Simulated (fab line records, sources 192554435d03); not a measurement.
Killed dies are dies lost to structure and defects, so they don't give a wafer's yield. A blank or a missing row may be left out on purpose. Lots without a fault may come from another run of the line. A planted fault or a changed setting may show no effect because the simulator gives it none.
fab line records | flow n5_finfet
record lots=24 wafers=72 last_day=17
route steps=1938 shown BEOL_M4@1062 BEOL_M5@1131
lots that met no fault: from a run of the same line without faults
start_h: hours from the record's first day to the start of the lot's first wafer shown | wait_h: hours since the lot's step before | " the same as in the row above | L1.1+2: a row that stands for several wafers | - no value, or no start given | * or withheld: withheld | < > ~ a bound
route shown NAME@n: a module of which the file shows steps, and the number in the route of the first | usual: mean/standard deviation of fault-free wafers | same: alike in all rows | chamber/n: place in a boat | sites: the reading at each site | _std_site: their standard deviation | _edge_site: outer sites' mean less inner sites' | radius_mm: how far each site lies from the wafer's centre | mask NAME#n: copy n | behind: the tool/chamber that last shaped the wafer | hold: why the lot was held/for how many hours/how that ended | device: the transistor (n, p or np) that didn't switch | end of line: the same wafers' tests at the end of the route | a step without rows: its recipe alone | killed: dies lost to structure and defects at the first sort, not the wafer's yield | map: a wafer's dies, x killed, . not, _ none there
set.NAME: the setting as run; set.NAME@STEP: as run at that earlier step | model.NAME: the simulator's own value behind a step, which no gauge read
steps of the route over a sample of lots; a table a step, a row a wafer
services: from which hour (start_h, from the record's first day; less than 0 if before it) a tool's chamber was out of use, for how many hours, and why
## steps
# step N5_BEOL_M4_ALD_98
# recipe material=SiO2 target_thk_a=25 temp_c=100 ald_precursor_family=BDEAS ald_co_reactant=O2-plasma pulse_time_s=1 co_reactant_pulse_time_s=1 purge_time_s=2 co_reactant_purge_time_s=2 ald_cycles=17 pressure_torr=2
# usual heater_power_w=80/7.2 precursor_pulse_height_rel=1.001/0.02
# same ald_cycles=17
# columns lot.wafer tool chamber start_h wait_h heater_power_w precursor_pulse_height_rel
L074.2 ald_sin-03 1 171.83 0.1 81 0.993
L074.4 " 3 " " 80 1.013
L074.5 " 2 " " 71 1.012
L076.2 ald_sin-02 3 174.17 0.5 81 1.002
L076.5 " 0 " " 75 1.004
L076.6 " 1 " " 74 1.003
L075.3 ald_sin-02 0 174.27 0.2 73 0.994
L075.5 " 3 " " 82 1.012
L075.6 " 2 " " 77 1.058
L077.2 ald_sin-02 3 175.86 0.1 81 0.995
L077.4 " 3 " " 81 1.006
L077.6 " 2 " " 80 1.015
L078.3 ald_sin-02 2 194.05 0.1 79 0.988
L078.4 " 0 " " 73 1.006
L078.6 " 2 " " 80 1.016
L079.2 ald_sin-04 1 197.63 0.7 71 0.982
L079.3 " 3 " " 83 0.991
L079.4 " 2 " " 97 1.022
L080.2 ald_sin-03 0 197.83 0.1 88 1.017
L080.4 " 2 " " 71 0.963
L080.6 " 1 " " 81 1.006
L081.1 ald_sin-04 0 212.61 0.1 74 1.023
L081.4 " 1 " " 71 1.030
L081.6 " 3 " " 82 0.959
L083.3 ald_sin-04 2 217.53 0.1 94 1.015
L083.4 " 1 " " 73 1.013
L083.5 " 3 " " 82 0.970
L082.2 ald_sin-04 1 226.77 0.1 72 0.996
L082.5 " 0 " " 72 1.003
L082.6 " 1 " " 74 0.994
L084.2 ald_sin-02 0 229.08 0.7 75 1.005
L084.4 " 2 " " 76 1.004
L084.6 " 3 " " 82 0.968
L085.1 ald_sin-03 3 234.06 0.1 81 0.990
L085.2 " 1 " " 81 0.979
L085.6 " 0 " " 88 0.993
L087.1 ald_sin-04 1 234.67 0.1 73 0.978
L087.5 " 3 " " 83 1.009
L087.6 " 2 " " 95 1.024
L086.2 ald_sin-02 2 243.56 0.8 79 1.022
L086.3 " 0 " " 74 0.983
L086.6 " 2 " " 79 0.971
L089.2 ald_sin-04 0 247.97 0.3 73 0.978
L089.4 " 3 " " 82 1.003
L089.5 " 2 " " 97 1.000
L088.1 ald_sin-04 2 265.81 0.1 94 1.018
L088.2 " 3 " " 84 1.022
L088.3 " 0 " " 76 0.997
L090.2 ald_sin-04 0 265.94 0.1 76 1.043
L090.3 " 1 " " 73 0.977
L090.6 " 0 " " 76 1.019
L091.2 ald_sin-03 0 269.68 0.1 86 1.002
L091.3 " 1 " " 82 0.965
L091.6 " 1 " " 82 1.015
L092.2 ald_sin-03 2 274.14 0.6 72 1.007
L092.3 " 3 " " 80 0.990
L092.4 " 0 " " 88 1.005
L093.1 ald_sin-03 2 274.24 0.1 71 0.975
L093.2 " 0 " " 86 0.994
L093.5 " 3 " " 80 1.018
L094.1 ald_sin-02 3 286.00 0.1 83 0.977
L094.5 " 1 " " 74 1.001
L094.6 " 0 " " 73 1.000
L095.1 ald_sin-04 2 293.07 0.1 98 1.001
L095.3 " 0 " " 75 0.959
L095.4 " 3 " " 83 1.009
L096.1 ald_sin-02 0 297.63 0.1 73 1.008
L096.3 " 1 " " 76 1.022
L096.4 " 2 " " 79 0.988
L097.2 ald_sin-03 2 302.95 0.3 70 0.984
L097.4 " 1 " " 83 1.034
L097.5 " 0 " " 91 1.016
# step N5_BEOL_M4_DEGAS_44
# recipe ambient=vacuum temp_c=250 time_s=60
# usual heater_power_w=342/34
# columns lot.wafer tool chamber start_h wait_h heater_power_w
L074.2 pvd_sputter-01 - 176.17 1.2 269
L074.4 " - " " 342
L074.5 " - " " 264
L076.2 pvd_sputter-02 - 181.24 0.5 333
L076.5 " - " " 334
L076.6 " - " " 308
L075.3 pvd_sputter-01 - 184.69 0.4 269
L075.5 " - " " 350
L075.6 " - " " 388
L077.2 pvd_sputter-02 - 191.41 0.6 307
L077.4 " - " " 323
L077.6 " - " " 316
L078.3 pvd_sputter-03 - 202.19 0.4 369
L078.4 " - " " 331
L078.6 " - " " 335
L079.2 pvd_sputter-03 - 202.27 0.3 321
L079.3 " - " " 331
L079.4 " - " " 357
L080.2 pvd_sputter-03 - 205.33 0.2 327
L080.4 " - " " 362
L080.6 " - " " 359
L081.1 pvd_sputter-02 - 217.15 0.5 312
L081.4 " - " " 332
L081.6 " - " " 313
L083.3 pvd_sputter-03 - 225.42 0.3 365
L083.4 " - " " 322
L083.5 " - " " 370
L082.2 pvd_sputter-02 - 233.07 0.3 320
L082.5 " - " " 317
L082.6 " - " " 398
L084.2 pvd_sputter-02 - 233.79 0.4 404
L084.4 " - " " 330
L084.6 " - " " 329
L085.1 pvd_sputter-03 - 236.36 0.3 361
L085.2 " - " " 362
L085.6 " - " " 363
L087.1 pvd_sputter-02 - 236.51 0.2 334
L087.5 " - " " 327
L087.6 " - " " 310
L086.2 pvd_sputter-01 - 245.75 0.2 392
L086.3 " - " " 356
L086.6 " - " " 356
L089.2 pvd_sputter-03 - 253.65 0.2 336
L089.4 " - " " 360
L089.5 " - " " 328
L088.1 pvd_sputter-01 - 268.10 0.6 352
L088.2 " - " " 392
L088.3 " - " " 338
L090.2 pvd_sputter-01 - 271.68 0.1 396
L090.3 " - " " 267
L090.6 " - " " 276
L091.2 pvd_sputter-02 - 275.81 0.1 406
L091.3 " - " " 309
L091.6 " - " " 302
L092.2 pvd_sputter-02 - 276.07 0.3 319
L092.3 " - " " 304
L092.4 " - " " 394
L093.1 pvd_sputter-03 - 276.10 0.3 338
L093.2 " - " " 350
L093.5 " - " " 324
L094.1 pvd_sputter-02 - 294.66 0.5 320
L094.5 " - " " 307
L094.6 " - " " 328
L095.1 pvd_sputter-01 - 296.07 0.4 258
L095.3 " - " " 340
L095.4 " - " " 401
L096.1 pvd_sputter-02 - 298.72 0.3 396
L096.3 " - " " 326
L096.4 " - " " 325
L097.2 pvd_sputter-03 - 305.95 0.9 370
L097.4 " - " " 373
L097.5 " - " " 366
# step N5_BEOL_M4_SPUTTER_48
# recipe material=Cu target_thk_a=45 temp_c=-20 chamber_pressure_pa=0.07 power_w=withheld time_s=8.29
# usual throttle_valve_pct=29.8/1.2
# columns lot.wafer tool chamber start_h wait_h throttle_valve_pct
L074.2 pvd_sputter-02 - 176.78 0.1 31.5
L074.4 " - " " 28.3
L074.5 " - " " 29.7
L076.2 pvd_sputter-03 - 182.02 0.2 29.3
L076.5 " - " " 30.5
L076.6 " - " " 29.3
L075.3 pvd_sputter-01 - 185.71 0.1 27.6
L075.5 " - " " 27.8
L075.6 " - " " 29.2
L077.2 pvd_sputter-02 - 192.15 0.2 31.0
L077.4 " - " " 28.2
L077.6 " - " " 28.5
L078.3 pvd_sputter-01 - 202.98 0.2 27.8
L078.4 " - " " 31.9
L078.6 " - " " 31.3
L079.2 pvd_sputter-03 - 203.13 0.1 28.7
L079.3 " - " " 30.1
L079.4 " - " " 29.3
L080.2 pvd_sputter-03 - 206.29 0.4 30.3
L080.4 " - " " 30.3
L080.6 " - " " 29.3
L081.1 pvd_sputter-01 - 218.06 0.3 28.9
L081.4 " - " " 27.6
L081.6 " - " " 27.5
L083.3 pvd_sputter-03 - 226.02 0.1 30.1
L083.4 " - " " 30.2
L083.5 " - " " 30.2
L082.2 pvd_sputter-03 - 233.70 0.1 30.4
L082.5 " - " " 30.3
L082.6 " - " " 29.1
L084.2 pvd_sputter-01 - 235.06 0.7 30.8
L084.4 " - " " 27.8
L084.6 " - " " 32.0
L085.1 pvd_sputter-03 - 237.22 0.2 30.4
L085.2 " - " " 30.3
L085.6 " - " " 29.5
L087.1 pvd_sputter-01 - 238.88 1.8 30.5
L087.5 " - " " 31.2
L087.6 " - " " 32.0
L086.2 pvd_sputter-03 - 246.70 0.3 30.1
L086.3 " - " " 30.2
L086.6 " - " " 30.3
L089.2 pvd_sputter-01 - 254.41 0.1 31.0
L089.4 " - " " 32.0
L089.5 " - " " 31.9
L088.1 pvd_sputter-01 - 269.16 0.1 31.9
L088.2 " - " " 27.7
L088.3 " - " " 31.0
L090.2 pvd_sputter-01 - 272.50 0.2 31.1
L090.3 " - " " 31.9
L090.6 " - " " 30.9
L091.2 pvd_sputter-01 - 276.40 0.1 31.0
L091.3 " - " " 27.6
L091.6 " - " " 32.0
L092.2 pvd_sputter-03 - 276.96 0.3 29.2
L092.3 " - " " 30.1
L092.4 " - " " 29.1
L093.1 pvd_sputter-02 - 277.99 1.1 30.1
L093.2 " - " " 29.1
L093.5 " - " " 31.4
L094.1 pvd_sputter-02 - 295.26 0.1 29.6
L094.5 " - " " 30.0
L094.6 " - " " 29.4
L095.1 pvd_sputter-01 - 296.95 0.2 31.0
L095.3 " - " " 28.9
L095.4 " - " " 27.5
L096.1 pvd_sputter-01 - 299.27 0.1 31.1
L096.3 " - " " 29.2
L096.4 " - " " 27.7
L097.2 pvd_sputter-03 - 307.07 0.2 30.5
L097.4 " - " " 29.1
L097.5 " - " " 29.1
# step N5_BEOL_M5_ETCH_61
# recipe chemistry=CF4 target=SiARC target_depth_a=156 mask_material=CAR-EUV time_s=26 ion_energy_ev=80 pressure_mtorr=40 source_w=545 bias_w=36 Ar_flow_sccm=100 cf4_flow_sccm=100 ends=cleared
# usual chamber_pressure_mTorr=39.99/0.035 drypump_motor_current_A=5.5/0.44 etch_rf_on_time_s=25.8/0.58 oes_product_au=0.70/0.09 rf_fwd_power_W=531.7/1.8 rf_vpp_V=184.4/1.2 showerhead_plenum_p_Torr=2.17/0.074 throttle_valve_pct=15.60/0.28
# columns lot.wafer tool chamber start_h wait_h chamber_pressure_mTorr drypump_motor_current_A etch_rf_on_time_s oes_product_au rf_fwd_power_W rf_hours_counter_h rf_vpp_V showerhead_plenum_p_Torr throttle_valve_pct
L074.2 rie_diel-02 2 182.10 0.0 39.96 5.5 25.8 0.62 530.9 211 183.8 2.22 15.94
L074.4 " 3 " " 40.01 5.9 25.9 0.60 536.0 249 184.8 2.18 15.90
L074.5 " 1 " " 40.02 6.0 26.3 0.58 536.8 - 184.2 2.03 15.53
L076.2 rie_diel-04 3 189.42 0.0 39.97 5.8 26.8 0.60 530.3 211 185.0 2.21 16.11
L076.5 " 1 " " 40.02 5.3 26.1 0.64 533.4 - 184.3 2.14 15.55
L076.6 " 0 " " 39.96 5.6 25.0 0.80 532.6 - 184.0 2.18 15.27
L075.3 rie_diel-02 1 190.87 0.0 39.94 6.0 26.6 0.58 532.9 238 183.1 2.03 15.54
L075.5 " 1 " " 40.02 6.0 26.6 0.58 530.7 - 183.1 2.03 15.54
L075.6 " 0 " " 40.02 5.8 25.4 0.81 530.5 - 186.1 2.27 15.32
L077.2 rie_diel-06 2 197.33 0.0 40.02 4.7 25.9 0.84 532.3 0 186.3 2.28 15.50
L077.4 " 1 " " 39.93 5.8 24.9 0.77 532.7 26 183.7 2.10 15.45
L077.6 " 2 " " 40.06 4.7 25.7 0.84 532.8 - 185.3 2.28 15.49
L078.3 rie_diel-06 2 208.69 0.0 39.95 4.7 25.7 0.82 532.4 3 187.6 2.28 15.48
L078.4 " 0 " " 39.97 4.8 25.7 0.63 531.2 206 181.5 2.04 15.86
L078.6 " 0 " " 39.96 4.8 25.9 0.62 533.0 - 183.8 2.04 15.88
L079.2 rie_diel-02 2 209.20 0.0 39.98 5.5 26.1 0.61 528.8 222 185.8 2.22 15.96
L079.3 " 0 " " 39.90 5.8 25.4 0.78 532.8 23 185.7 2.27 15.35
L079.4 " 3 " " 39.96 5.9 26.0 0.85 532.3 1 184.9 2.18 15.40
L080.2 rie_diel-02 1 212.22 0.0 39.97 6.0 26.8 0.57 536.0 248 181.8 2.02 15.56
L080.4 " 3 " " 40.00 5.9 25.8 0.84 532.7 2 183.9 2.18 15.41
L080.6 " 3 " " 40.00 5.9 26.4 0.83 532.4 - 184.8 2.18 15.40
L081.1 rie_diel-04 1 224.73 0.0 40.05 5.4 26.2 0.63 530.6 170 183.8 2.13 15.57
L081.4 " 0 " " 40.02 5.6 25.2 0.78 534.1 36 183.9 2.18 15.28
L081.6 " 3 " " 39.99 5.9 26.9 0.60 536.6 - 184.2 2.21 16.13
L083.3 rie_diel-02 0 233.45 0.0 39.97 5.8 25.3 0.77 532.8 33 184.9 2.26 15.36
L083.4 " 2 " " 40.00 5.5 26.0 0.59 532.5 - 183.9 2.22 15.98
L083.5 " 3 " " 40.04 5.9 26.1 0.80 532.2 - 184.8 2.18 15.42
L082.2 rie_diel-02 2 241.74 0.0 39.98 5.5 26.1 0.59 532.0 236 184.6 2.22 15.98
L082.5 " 3 " " 40.04 5.9 26.1 0.80 533.2 - 185.9 2.18 15.42
L082.6 " 2 " " 40.05 5.5 26.0 0.59 529.7 - 184.3 2.22 16.00
L084.2 rie_diel-06 2 241.95 0.0 39.91 4.7 25.7 0.77 533.9 13 185.6 2.27 15.52
L084.4 " 1 " " 39.98 5.8 24.9 0.75 530.2 38 183.7 2.10 15.46
L084.6 " 0 " " 40.00 4.8 26.0 0.62 530.8 - 182.5 2.04 15.90
L085.1 rie_diel-02 0 242.81 0.0 39.99 5.8 25.1 0.76 531.7 37 184.7 2.26 15.35
L085.2 " 2 " " 39.95 5.5 25.9 0.59 530.8 236 184.4 2.22 15.98
L085.6 " 0 " " 40.03 5.8 25.6 0.76 529.5 - 185.2 2.26 15.37
L087.1 rie_diel-04 1 245.72 0.0 39.99 5.4 26.0 0.63 529.8 177 185.3 2.13 15.58
L087.5 " 2 " " 39.98 5.2 25.2 0.73 529.2 - 183.8 2.17 15.27
L087.6 " 3 " " 40.05 5.9 27.0 0.59 534.2 - 184.5 2.20 16.15
L086.2 rie_diel-06 2 251.92 0.0 40.00 4.7 25.6 0.78 534.2 16 186.2 2.27 15.53
L086.3 " 0 " " 39.98 4.8 26.0 0.62 530.5 220 182.9 2.04 15.89
L086.6 " 1 " " 39.98 5.8 25.0 0.75 532.5 - 182.4 2.09 15.47
L089.2 rie_diel-04 2 259.86 0.0 39.99 5.2 25.1 0.72 532.6 61 184.7 2.17 15.26
L089.4 " 1 " " 40.00 5.3 26.1 0.62 532.7 181 184.5 2.13 15.61
L089.5 " 3 " " 40.02 5.8 27.1 0.60 530.9 - 185.6 2.20 16.16
L088.1 rie_diel-02 3 275.15 0.0 40.01 5.9 26.3 0.77 532.2 25 184.5 2.18 15.43
L088.2 " 2 " " 39.98 5.5 26.2 0.58 530.9 247 182.5 2.21 16.01
L088.3 " 0 " " 40.05 5.9 25.5 0.75 531.2 47 185.1 2.26 15.40
L090.2 rie_diel-06 0 279.46 0.0 39.94 4.8 25.8 0.61 531.1 228 184.0 2.04 15.90
L090.3 " 2 " " 39.98 4.7 25.6 0.76 531.2 24 186.2 2.27 15.53
L090.6 " 0 " " 39.98 4.8 25.9 0.61 531.1 - 183.2 2.03 15.92
L091.2 rie_diel-04 0 283.09 0.0 40.03 5.6 25.4 0.76 530.8 53 183.3 2.17 15.30
L091.3 " 2 " " 39.94 5.2 25.2 0.71 531.6 68 185.3 2.16 15.27
L091.6 " 0 " " 39.94 5.6 25.3 0.76 529.0 - 184.5 2.17 15.32
L092.2 rie_diel-06 0 283.28 0.0 40.02 4.8 25.6 0.61 533.1 229 181.9 2.03 15.90
L092.3 " 2 " " 40.01 4.7 25.6 0.76 530.5 26 185.7 2.27 15.53
L092.4 " 3 " " 40.03 4.8 26.1 0.58 529.9 245 184.2 2.19 15.74
L093.1 rie_diel-06 1 284.01 0.0 39.96 5.8 25.0 0.73 530.2 51 182.1 2.09 15.48
L093.2 " 3 " " 40.04 4.8 26.3 0.58 531.8 245 185.2 2.19 15.72
L093.5 " 2 " " 40.00 4.7 25.6 0.75 533.2 - 185.4 2.27 15.55
L094.1 rie_diel-04 2 300.60 0.0 40.04 5.2 25.2 0.70 534.2 73 183.8 2.16 15.28
L094.5 " 2 " " 39.97 5.2 25.4 0.71 531.6 - 182.9 2.16 15.29
L094.6 " 1 " " 40.00 5.4 26.3 0.61 532.9 - 182.9 2.13 15.62
L095.1 rie_diel-02 3 302.35 0.0 39.99 5.9 26.0 0.76 532.9 35 184.6 2.17 15.46
L095.3 " 1 " " 40.03 6.0 26.3 0.77 530.0 17 187.0 2.27 15.09
L095.4 " 0 " " 40.08 5.8 25.2 0.73 531.6 57 185.3 2.26 15.41
L096.1 rie_diel-04 2 304.60 0.0 40.03 5.2 25.3 0.71 530.7 74 184.8 2.16 15.29
L096.3 " 1 " " 40.00 5.4 26.2 0.62 531.2 194 184.8 2.13 15.62
L096.4 " 0 " " 40.03 5.6 25.3 0.75 530.6 59 183.5 2.17 15.33
L097.2 rie_diel-06 0 314.08 0.0 40.00 4.8 25.9 0.60 528.6 241 183.8 2.03 15.93
L097.4 " 3 " " 40.05 4.8 24.8 0.87 533.5 1 185.1 2.19 15.22
L097.5 " 0 " " 40.02 4.8 25.7 0.61 532.4 - 183.6 2.03 15.94
# step N5_BEOL_M5_CD_MEAS_18
# recipe pitch_nm=56 target_cd_nm=28
# usual cd_nm=27.9/0.33
# columns lot.wafer tool chamber start_h wait_h cd_nm
L074.2 cd_sem-03 - 182.47 0.1 28.3
L074.4 " - " " 27.5
L074.5 " - " " 28.0
L076.2 cd_sem-02 - 189.95 0.1 27.9
L076.5 " - " " 27.6
L076.6 " - " " 27.7
L075.3 cd_sem-02 - 191.41 0.1 27.7
L075.5 " - " " 27.9
L075.6 " - " " 28.2
L077.2 cd_sem-01 - 197.71 0.1 27.9
L077.4 " - " " 28.1
L077.6 " - " " 27.9
L078.3 cd_sem-02 - 209.07 0.1 27.9
L078.4 " - " " 27.8
L078.6 " - " " 27.7
L079.2 cd_sem-02 - 209.58 0.1 27.9
L079.3 " - " " 27.8
L079.4 " - " " 28.2
L080.2 cd_sem-02 - 212.70 0.1 27.6
L080.4 " - " " 27.9
L080.6 " - " " 27.2
L081.1 cd_sem-01 - 225.10 0.0 27.5
L081.4 " - " " 27.6
L081.6 " - " " 27.3
L083.3 cd_sem-03 - 233.83 0.1 28.3
L083.4 " - " " 28.4
L083.5 " - " " 28.3
L082.2 cd_sem-01 - 242.20 0.1 27.8
L082.5 " - " " 27.5
L082.6 " - " " 27.9
L084.2 cd_sem-03 - 242.34 0.1 27.7
L084.4 " - " " 27.8
L084.6 " - " " 27.5
L085.1 cd_sem-01 - 243.20 0.0 27.6
L085.2 " - " " 27.6
L085.6 " - " " 27.9
L087.1 cd_sem-01 - 246.21 0.0 27.6
L087.5 " - " " 27.5
L087.6 " - " " 28.0
L086.2 cd_sem-01 - 252.29 0.1 27.9
L086.3 " - " " 27.9
L086.6 " - " " 28.5
L089.2 cd_sem-03 - 260.23 0.1 27.6
L089.4 " - " " 27.5
L089.5 " - " " 27.4
L088.1 cd_sem-02 - 275.64 0.0 27.6
L088.2 " - " " 27.6
L088.3 " - " " 27.2
L090.2 cd_sem-02 - 280.15 0.1 28.1
L090.3 " - " " 28.2
L090.6 " - " " 27.6
L091.2 cd_sem-01 - 283.47 0.1 28.4
L091.3 " - " " 28.0
L091.6 " - " " 28.4
L092.2 cd_sem-01 - 283.67 0.1 27.6
L092.3 " - " " 27.8
L092.4 " - " " 28.2
L093.1 cd_sem-01 - 284.56 0.0 28.3
L093.2 " - " " 28.2
L093.5 " - " " 27.3
L094.1 cd_sem-01 - 300.97 0.0 27.8
L094.5 " - " " 27.9
L094.6 " - " " 28.1
L095.1 cd_sem-01 - 302.75 0.0 27.9
L095.3 " - " " 27.5
L095.4 " - " " 27.2
L096.1 cd_sem-03 - 304.97 0.0 27.7
L096.3 " - " " 28.4
L096.4 " - " " 28.0
L097.2 cd_sem-03 - 314.64 0.1 27.8
L097.4 " - " " 27.9
L097.5 " - " " 27.7
# step N5_BEOL_M5_DESCUM_33
# recipe chemistry=O2 time_s=7 source_power_w=50 bias_power_w=20 pressure_mtorr=20 rf_frequency_hz=2.712e+07 temp_c=40 resist=CAR-EUV o2_flow_sccm=225
# usual chamber_pressure_mTorr=20.000/0.018 drypump_motor_current_A=5.4/0.48 oes_product_au=0.83/0.1 rf_fwd_power_W=49.28/0.25 rf_vpp_V=243.7/1.4 showerhead_plenum_p_Torr=2.14/0.072 throttle_valve_pct=20.42/0.27
# columns lot.wafer tool chamber start_h wait_h chamber_pressure_mTorr drypump_motor_current_A oes_product_au rf_fwd_power_W rf_hours_counter_h rf_vpp_V showerhead_plenum_p_Torr throttle_valve_pct
L074.2 rie_diel-02 0 183.20 0.0 20.016 5.9 0.96 49.18 12 244.6 2.23 20.19
L074.4 " 3 " " 19.993 5.9 0.70 49.70 249 245.1 2.15 20.82
L074.5 " 1 " " 20.022 6.0 0.67 49.13 - 241.3 2.00 20.38
L076.2 rie_diel-06 0 190.58 0.2 20.012 4.8 0.74 49.46 201 240.2 1.99 20.65
L076.5 " 1 " " 19.990 5.8 0.91 49.08 - 242.8 2.07 20.46
L076.6 " 0 " " 20.007 4.8 0.73 49.63 - 242.3 1.99 20.64
L075.3 rie_diel-06 3 192.38 0.5 19.996 4.8 0.70 49.03 218 243.6 2.16 20.53
L075.5 " 0 " " 19.998 4.8 0.74 49.30 - 240.8 1.99 20.65
L075.6 " 1 " " 20.000 5.8 0.90 49.16 - 242.0 2.07 20.46
L077.2 rie_diel-04 1 198.15 0.0 19.979 5.4 0.74 49.60 161 242.1 2.10 20.49
L077.4 " 2 " " 20.026 5.2 0.85 49.32 42 242.3 2.14 20.15
L077.6 " 1 " " 20.000 5.4 0.75 49.60 - 242.9 2.10 20.50
L078.3 rie_diel-04 2 210.50 0.2 20.032 5.3 0.86 49.28 47 243.3 2.14 20.17
L078.4 " 1 " " 20.011 5.4 0.75 49.73 165 243.3 2.10 20.50
L078.6 " 3 " " 20.008 5.8 0.73 49.32 - 244.5 2.18 21.14
L079.2 rie_diel-06 1 210.57 0.1 20.018 5.8 0.89 48.89 30 242.3 2.07 20.46
L079.3 " 0 " " 19.989 4.8 0.73 49.52 207 240.3 1.99 20.63
L079.4 " 3 " " 19.989 4.8 0.69 49.07 224 244.3 2.16 20.54
L080.2 rie_diel-06 2 214.71 0.0 19.975 4.7 0.93 49.70 5 245.7 2.21 20.26
L080.4 " 1 " " 20.000 5.8 0.88 48.90 31 243.1 2.07 20.47
L080.6 " 2 " " 20.011 4.7 0.93 49.66 - 246.1 2.21 20.24
L081.1 rie_diel-06 2 225.81 0.0 20.005 4.6 0.93 49.46 8 244.3 2.21 20.27
L081.4 " 2 " " 19.994 4.7 0.93 49.40 - 245.2 2.21 20.24
L081.6 " 0 " " 19.981 4.8 0.74 49.38 - 240.9 1.98 20.66
L083.3 rie_diel-04 1 235.22 0.0 19.979 5.3 0.73 49.34 173 243.6 2.10 20.49
L083.4 " 3 " " 19.990 5.8 0.72 49.41 223 243.3 2.18 21.14
L083.5 " 3 " " 19.991 5.8 0.71 49.48 - 244.8 2.18 21.15
L084.2 rie_diel-04 0 244.12 0.0 19.997 5.6 0.89 49.12 41 244.6 2.12 20.09
L084.4 " 3 " " 20.014 5.8 0.71 49.15 227 242.1 2.18 21.15
L084.6 " 0 " " 19.982 5.6 0.89 49.13 - 243.3 2.12 20.08
L082.2 rie_diel-04 2 244.51 0.2 19.994 5.2 0.84 48.99 56 243.7 2.14 20.18
L082.5 " 1 " " 19.994 5.3 0.73 49.63 - 242.3 2.10 20.51
L082.6 " 2 " " 19.994 5.2 0.84 49.21 - 244.9 2.14 20.19
L085.1 rie_diel-02 3 244.64 0.2 19.995 5.9 0.93 49.41 16 244.3 2.14 20.40
L085.2 " 0 " " 20.045 5.8 0.90 49.12 38 246.3 2.22 20.22
L085.6 " 2 " " 20.022 5.5 0.67 49.57 - 244.1 2.16 20.75
L087.1 rie_diel-02 3 250.28 0.2 19.985 5.9 0.93 49.64 17 242.8 2.14 20.39
L087.5 " 0 " " 19.981 5.8 0.90 49.15 - 244.8 2.22 20.25
L087.6 " 1 " " 19.989 6.0 0.97 49.23 - 244.1 2.26 20.02
L086.2 rie_diel-02 2 252.90 0.0 20.012 5.5 0.69 49.32 239 244.4 2.16 20.75
L086.3 " 0 " " 19.984 5.8 0.90 49.24 40 247.3 2.22 20.25
L086.6 " 2 " " 19.988 5.5 0.68 49.28 - 244.6 2.16 20.74
L089.2 rie_diel-02 2 261.61 0.0 19.991 5.5 0.68 49.39 242 243.9 2.16 20.75
L089.4 " 1 " " 20.035 6.0 0.97 49.23 2 245.9 2.26 20.01
L089.5 " 1 " " 20.016 6.0 0.96 49.16 - 244.1 2.26 20.00
L088.1 rie_diel-06 3 276.20 0.0 19.960 4.8 0.67 48.86 243 242.7 2.15 20.56
L088.2 " 1 " " 20.025 5.8 0.86 49.04 48 242.4 2.06 20.49
L088.3 " 0 " " 20.028 4.8 0.72 49.19 227 241.1 1.98 20.67
L090.2 rie_diel-06 2 282.84 0.6 20.007 4.7 0.88 49.89 26 245.7 2.20 20.28
L090.3 " 1 " " 20.021 5.8 0.85 48.96 50 242.2 2.06 20.50
L090.6 " 3 " " 19.979 4.8 0.67 49.03 - 244.2 2.15 20.57
L091.2 rie_diel-04 1 284.17 0.3 20.006 5.3 0.72 49.34 189 244.0 2.09 20.53
L091.3 " 3 " " 19.984 5.9 0.71 49.27 238 243.5 2.17 21.17
L091.6 " 0 " " 19.998 5.6 0.88 48.86 - 244.9 2.12 20.12
L092.2 rie_diel-06 1 284.19 0.1 19.985 5.8 0.85 48.94 51 241.6 2.06 20.48
L092.3 " 3 " " 20.022 4.8 0.67 49.16 245 244.3 2.15 20.56
L092.4 " 0 " " 20.014 4.8 0.72 49.66 229 241.5 1.98 20.69
L093.1 rie_diel-02 1 285.20 0.1 20.034 6.0 0.93 49.27 10 244.4 2.25 20.01
L093.2 " 3 " " 19.986 5.9 0.91 49.42 28 242.6 2.14 20.40
L093.5 " 3 " " 19.978 5.9 0.91 49.49 - 243.6 2.14 20.40
L094.1 rie_diel-02 3 302.63 0.1 19.981 5.9 0.90 49.53 35 244.9 2.14 20.41
L094.5 " 3 " " 19.972 5.9 0.90 49.70 - 243.8 2.14 20.41
L094.6 " 0 " " 20.004 5.8 0.87 49.27 - 244.3 2.21 20.25
L095.1 rie_diel-02 2 303.18 0.0 19.992 5.5 0.99 49.53 3 242.1 2.16 20.40
L095.3 " 0 " " 20.018 5.8 0.87 49.07 57 246.7 2.21 20.25
L095.4 " 3 " " 20.006 5.9 0.89 49.41 36 242.2 2.14 20.41
L096.1 rie_diel-02 0 305.69 0.1 20.016 5.8 0.87 49.05 58 242.9 2.21 20.27
L096.3 " 3 " " 20.007 5.9 0.90 49.47 37 244.4 2.14 20.42
L096.4 " 1 " " 19.958 6.0 0.89 49.48 18 245.4 2.25 20.03
L097.2 rie_diel-06 1 316.31 0.0 19.991 5.8 0.84 48.95 63 241.3 2.06 20.51
L097.4 " 0 " " 20.014 4.8 0.71 49.66 242 241.2 1.97 20.68
L097.5 " 2 " " 20.003 4.7 0.87 49.49 - 245.5 2.20 20.29
## services
# columns tool chamber start_h hours kind
pvd_sputter-01 - 149.90 7.8 repair
pvd_sputter-01 - 175.05 0.9 repair
ald_sin-04 2 175.42 2.6 repair
ald_sin-03 - 177.74 14.0 pm
rie_diel-02 3 188.65 - clean
rie_diel-02 3 188.65 - consumable_replace:focus_ring
rie_diel-02 3 188.65 18.4 scheduled_down
rie_diel-02 3 188.65 18.4 vent_cycle
rie_diel-04 - 189.90 2.8 pm
ald_sin-04 0 207.03 3.6 repair
rie_diel-02 1 217.11 - clean
rie_diel-02 1 217.11 - consumable_replace:focus_ring
rie_diel-02 1 217.11 - consumable_replace:showerhead
rie_diel-02 1 217.11 28.9 scheduled_down
rie_diel-02 1 217.11 28.9 vent_cycle
rie_diel-06 1 224.30 2.0 repair
ald_sin-02 0 230.63 4.4 repair
rie_diel-04 0 239.88 1.8 repair
ald_sin-03 3 244.75 5.6 repair
ald_sin-02 - 250.48 0.3 repair
rie_diel-02 1 252.83 7.7 repair
ald_sin-02 1 260.09 3.3 repair
ald_sin-03 - 261.01 0.6 repair
rie_diel-06 2 287.31 3.1 repair
## key
fault none
